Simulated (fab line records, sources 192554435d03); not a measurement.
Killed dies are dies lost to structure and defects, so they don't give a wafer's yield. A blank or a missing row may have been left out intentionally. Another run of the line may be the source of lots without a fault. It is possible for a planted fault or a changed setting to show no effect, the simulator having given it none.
fab line records	flow n5-finfet
record lots=6	wafers=18	last-day=18
route steps=1938 shown BEOL_M8@1389 BEOL_M9@1401 PASSIVATION@1936
lots untouched by any fault: they come from a run of this same line in which no faults occurred
start-h: hours from the record's first day to the start of the lot's first wafer shown	wait-h: how many hours have passed since the lot's step before this one	" as in the row above	L1.1+2: one row covering several wafers at once	- no value present, or no start provided	* or withheld: withheld	< > ~ a bound
route shown NAME@n: NAME is a module with steps in the file, n the number in the route of the first one	usual: mean and standard deviation over wafers with no fault	same: alike in all rows	chamber/n: place in a boat	sites: per-site readings	_std_site: standard deviation across them	_edge_site: mean of outer sites minus mean of inner sites	radius-mm: for every site, how far away it sits from the centre of the wafer	mask NAME#n: copy n	behind: the tool/chamber that last shaped the wafer	hold: what put the lot on hold/how long, in hours/how the hold closed	device: which transistor (n, p or np) failed to switch	end of line: the tests these same wafers got at the end of their route	a step without rows: its recipe alone	killed: dies that structure and defects cost at the first sort, which is not the same as the wafer's yield	map: shows each die of a wafer: x if killed, . if not, _ if none is there
set.NAME: the setting that was run; set.NAME@STEP: the one run at that earlier step	model.NAME: the simulator's own value behind a step, which no gauge read
certain route steps with their lots: each step a table, each wafer a row
services: from which hour (start-h, from the record's first day; less than 0 if before it) a tool's chamber was out of use, for how many hours, and why
## steps
# step N5_BEOL_M8_ALD_77
# recipe material=TaN	target-thk-a=20	temp-c=275	ald-precursor-family=PDMAT	ald-co-reactant=NH3	pressure-torr=3	carrier-flow-sccm=1500	pulse-time-s=2	purge-time-s=3	co-reactant-purge-time-s=2	co-reactant-pulse-time-s=3	ald-cycles=40	precursor-vessel-temp-c=75	precursor-vessel-pressure-torr=26.25	precursor-vessel-carrier-sccm=1000
# usual heater-power-w=409/50	mfc-carrier-sccm=1500/4.6
lot.wafer	tool	chamber	start-h	wait-h	heater-power-w	mfc-carrier-sccm
L572.1	ald-metal-01	3	255.21	0.0	335	1502
L572.2	"	1	"	"	466	1502
L572.6	"	1	"	"	461	1504
L573.1	ald-metal-02	2	265.39	0.0	384	1493
L573.3	"	1	"	"	470	1500
L573.4	"	3	"	"	412	1497
L574.1	ald-metal-03	1	274.31	0.0	472	1494
L574.4	"	3	"	"	369	1506
L574.5	"	1	"	"	468	1495
L580.1	ald-metal-02	2	301.41	0.0	392	1501
L580.4	"	1	"	"	473	1506
L580.5	"	1	"	"	464	1499
L585.2	ald-metal-02	3	340.10	0.0	396	1508
L585.4	"	2	"	"	388	1500
L585.6	"	3	"	"	394	1512
L589.1	ald-metal-02	0	346.49	0.0	364	1498
L589.2	"	3	"	"	399	1506
L589.3	"	1	"	"	471	1500
# step N5_BEOL_M8_SURFACE_TREAT_79
# recipe gas=Ar	time-s=*	ion-energy-ev=*	ion-current-ma-cm2=0.5	pressure-mtorr=*	ar-flow-sccm=30
# usual ar-flow-sccm=29.99/0.082	throttle-valve-pct=*
lot.wafer	tool	chamber	start-h	wait-h	ar-flow-sccm	throttle-valve-pct
L572.1	pvd-sputter-03	-	255.55	0.2	30.07	*
L572.2	"	-	"	"	29.95	*
L572.6	"	-	"	"	30.03	*
L573.1	pvd-sputter-02	-	265.68	0.2	29.96	*
L573.3	"	-	"	"	29.97	*
L573.4	"	-	"	"	30.13	*
L574.1	pvd-sputter-02	-	274.71	0.3	30.07	*
L574.4	"	-	"	"	29.92	*
L574.5	"	-	"	"	29.92	*
L580.1	pvd-sputter-02	-	301.91	0.4	30.00	*
L580.4	"	-	"	"	29.95	*
L580.5	"	-	"	"	29.98	*
L585.2	pvd-sputter-01	-	340.67	0.4	30.07	*
L585.4	"	-	"	"	30.15	*
L585.6	"	-	"	"	29.94	*
L589.1	pvd-sputter-02	-	346.87	0.2	29.84	*
L589.2	"	-	"	"	29.96	*
L589.3	"	-	"	"	29.96	*
# step N5_BEOL_M8_CVD_78
# recipe material=Co	target-thk-a=20	temp-c=withheld	precursor=CCTBA/H2	pressure-torr=30	time-s=142.3
# step N5_BEOL_M8_SPUTTER_48
# recipe material=Cu	target-thk-a=100	temp-c=-20	bias-v=60	power-w=26000	chamber-pressure-pa=0.13	time-s=1.667
# usual throttle-valve-pct=30.3/1.1
lot.wafer	tool	chamber	start-h	wait-h	throttle-valve-pct
L572.1	pvd-sputter-03	-	255.77	0.1	30.5
L572.2	"	-	"	"	29.5
L572.6	"	-	"	"	29.7
L573.1	pvd-sputter-02	-	265.88	0.1	31.9
L573.3	"	-	"	"	30.1
L573.4	"	-	"	"	31.7
L574.1	pvd-sputter-03	-	274.93	0.1	30.9
L574.4	"	-	"	"	31.6
L574.5	"	-	"	"	31.6
L580.1	pvd-sputter-01	-	302.15	0.1	31.5
L580.4	"	-	"	"	29.5
L580.5	"	-	"	"	30.0
L585.2	pvd-sputter-01	-	341.61	0.4	29.8
L585.4	"	-	"	"	30.0
L585.6	"	-	"	"	29.9
L589.1	pvd-sputter-02	-	347.33	0.4	29.8
L589.2	"	-	"	"	32.2
L589.3	"	-	"	"	30.2
# step N5_BEOL_M8_ECD_50
# recipe material=Cu	target-thk-a=3000
# step N5_BEOL_M8_ANNEAL_51
# recipe temp-c=225	time-s=90	ambient=N2
# step N5_BEOL_M8_CMP_52
# recipe stop-on=SiCOH_lowk	t-overpolish-s=6.9	down-force-psi=1	platen-rpm=50	clearing-platen-down-force-psi=1.5	clearing-platen-rpm=50	post-cmp-clean=cu-alkaline	target-thk-nm=80	clearing-platen-pad-velocity-m-s=0.99484	pad-velocity-m-s=0.99484
# usual barrier-field-endpoint-s=28.9/0.58	motor-current-A=6.1/0.71	overpolish-run-s=6.900/0.0092	platen-rpm=50.00/0.03	time-to-endpoint-s=62.4/2.3
lot.wafer	tool	chamber	start-h	wait-h	barrier-field-endpoint-s	motor-current-A	overpolish-run-s	platen-rpm	time-to-endpoint-s
L572.1	cmp-02	0	256.43	0.3	28.7	6.6	6.899	50.02	62.2
L572.2	"	3	"	"	29.0	6.5	6.892	50.00	62.7
L572.6	"	1	"	"	28.6	7.1	6.903	49.99	62.7
L573.1	cmp-01	1	266.39	0.3	28.4	6.5	6.883	49.95	63.4
L573.3	"	2	"	"	29.3	5.0	6.895	49.98	65.3
L573.4	"	3	"	"	28.7	5.8	6.901	50.03	60.6
L574.1	cmp-02	1	275.80	0.3	28.0	7.2	6.904	50.02	60.3
L574.4	"	2	"	"	28.9	6.0	6.902	49.95	59.1
L574.5	"	0	"	"	29.3	6.6	6.901	50.03	63.0
L580.1	cmp-02	3	302.74	0.3	28.7	6.6	6.898	50.03	61.5
L580.4	"	1	"	"	28.7	7.3	6.899	49.94	59.2
L580.5	"	2	"	"	28.6	6.4	6.903	50.02	61.2
L585.2	cmp-02	3	343.02	0.3	28.2	6.5	6.895	50.06	59.3
L585.4	"	0	"	"	29.8	6.6	6.896	49.99	64.0
L585.6	"	3	"	"	29.1	6.6	6.907	50.03	62.3
L589.3	cmp-01	3	347.83	0.2	27.7	5.5	6.910	50.00	59.3
L589.1	"	0	"	"	28.8	5.5	6.886	49.99	61.9
L589.2	"	1	"	"	28.7	6.4	6.897	49.94	60.8
# step N5_BEOL_M8_THK_MEAS_53
# recipe thk-meas-gauge=xrf	reads=Cu_of_BEOL_M8_ECD_50
# usual M8_THK=80.7/1.6
lot.wafer	tool	chamber	start-h	wait-h	M8_THK[nm]
L572.1	film-metro-01	-	256.73	-	81.3
L572.2	"	-	"	"	79.9
L572.6	"	-	"	"	81.3
L573.1	film-metro-01	-	266.69	-	78.9
L573.3	"	-	"	"	80.0
L573.4	"	-	"	"	78.5
L574.1	film-metro-02	-	276.02	-	79.8
L574.4	"	-	"	"	80.3
L574.5	"	-	"	"	79.7
L580.1	film-metro-01	-	303.00	-	81.5
L580.4	"	-	"	"	80.7
L580.5	"	-	"	"	80.1
L585.2	film-metro-01	-	343.31	-	82.0
L585.4	"	-	"	"	81.7
L585.6	"	-	"	"	81.5
L589.1	film-metro-02	-	348.13	-	81.2
L589.2	"	-	"	"	79.6
L589.3	"	-	"	"	80.6
# step N5_BEOL_M8_PRE_CLEAN_55
# recipe gas=NH3	time-s=15	temp-c=withheld	rf-power-w=300
# step N5_BEOL_M8_DEP_56
# recipe material=SiCN	target-thk-a=100	temp-c=withheld	precursor=3MS/NH3	pressure-torr=3	rf-w=202	time-s=17.5
# step N5_BEOL_M8_RS_MEAS_57
# recipe thk-meas-gauge=four-point-probe	reads=Cu_of_BEOL_M8_ECD_50+Co_of_BEOL_M8_CVD_78+TaN_of_BEOL_M8_ALD_77
# usual M8_RS=0.285/0.0064
lot.wafer	tool	chamber	start-h	wait-h	M8_RS[ohm/sq]
L572.1	film-metro-02	-	256.86	0.1	0.283
L572.2	"	-	"	"	0.289
L572.6	"	-	"	"	0.282
L573.1	film-metro-02	-	266.82	0.1	0.294
L573.3	"	-	"	"	0.290
L573.4	"	-	"	"	0.297
L574.1	film-metro-02	-	276.18	0.1	0.287
L574.4	"	-	"	"	0.284
L574.5	"	-	"	"	0.290
L580.1	film-metro-01	-	303.13	0.1	0.285
L580.4	"	-	"	"	0.288
L580.5	"	-	"	"	0.290
L585.2	film-metro-01	-	343.44	0.1	0.282
L585.4	"	-	"	"	0.282
L585.6	"	-	"	"	0.285
L589.1	film-metro-02	-	348.26	0.1	0.280
L589.2	"	-	"	"	0.286
L589.3	"	-	"	"	0.282
# step N5_BEOL_M8_INSPECT_58
# recipe inspect-instrument=darkfield	mode=post-dep
# usual raw-defect-count=66/23
lot.wafer	tool	chamber	start-h	wait-h	raw-defect-count
L572.1	defect-inspect-02	-	256.88	0.0	51
L572.2	"	-	"	"	47
L572.6	"	-	"	"	53
L573.1	defect-inspect-01	-	266.84	0.0	65
L573.3	"	-	"	"	97
L573.4	"	-	"	"	73
L574.1	defect-inspect-02	-	276.20	0.0	64
L574.4	"	-	"	"	57
L574.5	"	-	"	"	77
L580.1	defect-inspect-01	-	303.15	0.0	89
L580.4	"	-	"	"	75
L580.5	"	-	"	"	77
L585.2	defect-inspect-01	-	343.47	0.0	44
L585.4	"	-	"	"	70
L585.6	"	-	"	"	78
L589.1	defect-inspect-01	-	348.28	0.0	56
L589.2	"	-	"	"	50
L589.3	"	-	"	"	38
# step N5_BEOL_M9_ILD_DEP_00
# recipe material=SiCOH_lowk	target-thk-a=3085.1	temp-c=300	precursor=DEMS/porogen	pressure-torr=5	rf-w=500	time-s=58
# usual heater-power-w=298/38	showerhead-plenum-p-Torr=5.739/0.015	susceptor-temp-C=300.01/0.22	throttle-valve-pct=13.7/0.97
lot.wafer	tool	chamber	start-h	wait-h	heater-power-w	showerhead-plenum-p-Torr	susceptor-temp-C	throttle-valve-pct
L572.1	pecvd-03	0	256.92	0.0	276	5.722	299.96	13.9
L572.2	"	2	"	"	330	5.741	299.61	12.3
L572.6	"	1	"	"	275	5.758	300.07	14.9
L573.1	pecvd-03	1	266.88	0.0	253	5.753	298.09	15.3
L573.3	"	0	"	"	248	5.708	297.65	14.3
L573.4	"	0	"	"	252	5.726	297.70	14.0
L574.1	pecvd-03	2	276.24	0.0	337	5.753	297.81	12.5
L574.4	"	0	"	"	269	5.721	297.83	14.2
L574.5	"	2	"	"	344	5.756	298.10	12.5
L580.1	pecvd-04	1	303.19	0.0	264	5.748	300.22	13.4
L580.4	"	1	"	"	199	5.764	300.14	13.4
L580.5	"	2	"	"	299	5.710	300.05	12.4
L585.2	pecvd-02	0	343.51	0.0	354	5.762	300.13	14.5
L585.4	"	2	"	"	279	5.748	299.95	13.3
L585.6	"	0	"	"	279	5.750	300.11	14.5
L589.1	pecvd-04	2	348.32	0.0	338	5.710	299.48	12.5
L589.2	"	0	"	"	365	5.719	300.21	13.5
L589.3	"	1	"	"	234	5.748	300.08	13.2
# step N5_BEOL_M9_CURE_71
# recipe temp-c=385	time-s=240	ambient=He/Ar	material=SiCOH_lowk
# usual lamp-power-pct=52.31/0.055	wafer_temp_C_max=387.0/0.69
lot.wafer	tool	chamber	start-h	wait-h	lamp-power-pct	wafer_temp_C_max
L572.1	uv-cure-01	1	257.00	0.0	52.35	386.5
L572.2	"	1	"	"	52.35	387.2
L572.6	"	1	"	"	52.27	386.3
L573.1	uv-cure-02	0	266.96	0.0	52.30	387.6
L573.3	"	0	"	"	52.23	388.1
L573.4	"	0	"	"	52.30	387.6
L574.1	uv-cure-01	2	276.54	0.3	52.26	389.0
L574.4	"	2	"	"	52.29	388.6
L574.5	"	2	"	"	52.32	387.9
L580.1	uv-cure-03	0	303.27	0.0	52.35	386.5
L580.4	"	0	"	"	52.26	386.8
L580.5	"	0	"	"	52.44	386.5
L585.2	uv-cure-03	1	344.30	0.8	52.36	386.1
L585.4	"	1	"	"	52.22	386.6
L585.6	"	1	"	"	52.30	387.1
L589.1	uv-cure-03	0	348.40	0.0	52.33	386.8
L589.2	"	0	"	"	52.27	386.3
L589.3	"	0	"	"	52.29	387.0
# step N5_PASSIVATION_PROBE_49
# usual defect-limited-yield=91.6/1.4	killed_at_M0_to_M3=33/9.7	killed_at_M4_up=13/5.4	killed-at-contacts=13/6.6	killed-at-front-end=36/11	killed-at-other=3.9/3	killed-dies=99/16	killed-open=66/12	killed-short=32/7.9	sort_bin_5_function=4.9/0.9	sort_bin_6_memory=3.2/0.67	sort-n-pass=1081/16	sort-yield-pct=91.6/1.4
# same gross-dies=1180	killed-at-back-side=0	sort_bin_4_leakage[%]=0	sort_bin_8_speed[%]=0
lot.wafer	tool	chamber	start-h	wait-h	defect-limited-yield[%]	killed_at_M0_to_M3	killed_at_M4_up	killed-at-contacts	killed-at-front-end	killed-at-other	killed-dies	killed-open	killed-short	sort_bin_5_function[%]	sort_bin_6_memory[%]	sort-n-pass	sort-yield-pct[%]
L572.1	prober-01	-	323.11	0.0	89.5	51	21	7	36	9	124	76	46	6.3	3.9	1056	89.5
L572.2	prober-01	-	323.16	0.1	93.7	32	4	9	25	4	74	54	20	3.6	2.6	1106	93.7
L572.6	prober-01	-	323.36	0.3	90.6	44	20	15	27	5	111	70	41	5.8	3.6	1069	90.6
L580.1	prober-01	-	363.78	0.0	92.6	31	6	15	31	4	87	52	35	4.9	2.2	1093	92.6
L580.4	prober-01	-	363.93	0.2	92.3	16	12	11	49	3	91	65	22	4.4	3.0	1089	92.3
L580.5	prober-01	-	363.98	0.2	92.3	21	17	10	40	3	91	65	25	4.3	3.2	1089	92.3
# killed by level:class
L572.1 BEOL_M0_SAQP:geometric-particle:open=16 BEOL_M0_SAQP:geometric-particle:short=16 STI_FIN_REVEAL:geometric-particle:open=13 BEOL_M4:geometric-particle:open=8 DUMMY_GATE:geometric-particle:open=5 GATE_CUT:geometric-particle:short=5 BEOL_M2:geometric-particle:open=5 BEOL_M3:geometric-particle:open=5
L572.2 STI_FIN_REVEAL:geometric-particle:open=8 MOL_CONTACT_COAG:geometric-particle:open=8 BEOL_M0_SAQP:geometric-particle:open=8 BEOL_M3:geometric-particle:open=7 BEOL_M0_SAQP:geometric-particle:short=6 FIN_SAQP:geometric-particle:open=4 DUMMY_GATE:geometric-particle:open=4 BEOL_M2:geometric-particle:open=4
L572.6 MOL_CONTACT_COAG:geometric-particle:open=12 BEOL_M0_SAQP:geometric-particle:short=12 BEOL_M0_SAQP:geometric-particle:open=12 BEOL_M3:geometric-particle:open=10 FIN_SAQP:geometric-particle:open=7 BEOL_M4:geometric-particle:open=7 FIN_SAQP:geometric-particle:short=5 STI_FIN_REVEAL:geometric-particle:open=4
L580.1 BEOL_M1:geometric-particle:open=16 MOL_CONTACT_COAG:geometric-particle:open=8 MOL_CONTACT_COAG:geometric-particle:short=7 FIN_SAQP:geometric-particle:open=5 STI_FIN_REVEAL:geometric-particle:open=5 BEOL_M0_SAQP:geometric-particle:short=5 FIN_SAQP:geometric-particle:short=4 FIN_CUT:geometric-particle:open=4
L580.4 STI_FIN_REVEAL:geometric-particle:open=24 MOL_CONTACT_COAG:geometric-particle:open=9 BEOL_M4:geometric-particle:open=7 BEOL_M1:geometric-particle:open=6 STI_FIN_REVEAL:geometric-particle:short=5 STARTING-WAFER:geometric-particle:open=4 GATE_CUT:geometric-particle:short=3 BEOL_M3:geometric-particle:open=3
L580.5 MOL_CONTACT_COAG:geometric-particle:open=10 FIN_SAQP:geometric-particle:open=9 BEOL_M4:geometric-particle:open=8 BEOL_M1:geometric-particle:open=8 DUMMY_GATE:geometric-particle:open=6 STI_FIN_REVEAL:geometric-particle:open=5 GATE_CUT:geometric-particle:short=4 BEOL_M1:geometric-particle:short=4
## services
tool	chamber	start-h	hours	kind
cmp-02	-	236.73	3.6	pm
uv-cure-03	-	249.72	1.2	repair
uv-cure-02	-	259.75	6.0	pm
pecvd-04	1	262.26	5.5	scheduled-down
uv-cure-02	-	265.75	1.0	pm
cmp-01	-	276.89	4.0	pm
cmp-01	-	280.89	-	consumable-replace:conditioner
cmp-01	-	280.89	-	consumable-replace:pad
cmp-02	-	282.84	3.9	repair
pecvd-02	0	291.76	2.1	scheduled-down
pecvd-03	-	297.75	2.6	repair
uv-cure-02	-	299.32	24.9	pm
cmp-02	-	301.49	0.3	repair
pecvd-03	0	302.05	8.0	repair
cmp-01	-	312.41	0.7	repair
ald-metal-01	-	337.25	14.0	pm
ald-metal-01	0	337.25	14.0	vent-cycle
ald-metal-01	1	337.25	14.0	vent-cycle
ald-metal-01	2	337.25	14.0	vent-cycle
ald-metal-01	3	337.25	14.0	vent-cycle
## key
first-sign step=N5_BEOL_M9_ILD_DEP_00	reading=susceptor-temp-C	direction=down	sigmas=9.7	usual=*	struck=*
effect none on later readings
met-at N5_BEOL_M9_ILD_DEP_00
struck-wafers L573.1,L573.3,L573.4,L574.1,L574.4,L574.5
onset-between 256.92 266.88
fault kind=process-parameter-drift	tool=pecvd-03	chamber=-	onset-h=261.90	steps=N5_BEOL_M9_ILD_DEP_00	channel=temp-c	offset=*	shape=step	end-h=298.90	acts-in=*	stated=*
